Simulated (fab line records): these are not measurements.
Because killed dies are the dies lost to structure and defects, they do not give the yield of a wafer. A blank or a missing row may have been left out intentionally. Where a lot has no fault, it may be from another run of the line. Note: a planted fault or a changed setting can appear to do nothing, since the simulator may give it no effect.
Matching of chambers | flow nand harc | NHARC_P_CONTACT_STRIP_28 on rie diel-11: 4 sister chambers
The step strips in O2. 8 wafers are shown with their chamber, then 7 later ones without.

== WAFERS WITH THEIR CHAMBER ==
wafer  | chamber | oes product au (a.u.) | rf vpp V (V)
L993.6 | 0       | 0.993                 | 57.7
L996.1 | 0       | 0.982                 | 57.9
L996.6 | 2       | 0.997                 | 58.6
L997.1 | 1       | 0.995                 | 57.3
L997.2 | 3       | 0.996                 | 59.3
L997.6 | 3       | 0.992                 | 58.2
L107.1 | 1       | 1.008                 | 57.7
L107.4 | 2       | 0.999                 | 57.9

== WAFERS WITH NO CHAMBER GIVEN ==
wafer  | oes product au (a.u.) | rf vpp V (V)
L107.6 | 1.009                 | 57.3
L112.1 | 1.025                 | 56.5
L112.2 | 1.011                 | 58.4
L112.5 | 1.010                 | 58.6
L114.1 | 1.008                 | 58.2
L114.2 | 1.008                 | 58.1
L114.6 | 1.021                 | 57.9

== EACH ONE'S CHAMBER ==
wafer  | from the rows above               | in truth
L107.6 | can't be placed: 1 or 2           | 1
L112.1 | can't be placed: 1 or 2           | 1
L112.2 | can't be placed: 2 or 1 or 3 or 0 | 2
L112.5 | can't be placed: 2 or 3 or 1 or 0 | 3
L114.1 | can't be placed: 2 or 1 or 3 or 0 | 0
L114.2 | can't be placed: 1 or 2 or 3 or 0 | 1
L114.6 | can't be placed: 1 or 2 or 3      | 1
0 of 7 placed correctly. Cannot be placed on the basis of these rows: 7; the candidates contain the true chamber in 7. Wrongly placed: 0.
How it was worked out, from the rows above alone: a wafer's distance from a chamber is the root of the sum, over the readings, of the square of ((its reading less the chamber's mean) divided by the reading's scatter). If the next closest chamber is less than 2 further off than the closest, the wafer can't be placed; otherwise it belongs to the closest. The mean given for a chamber averages the wafers shown for that chamber. The scatter is the square root of a quotient: the sum, over the shown wafers, of each reading's squared deviation from its chamber's mean, divided by wafers minus chambers.
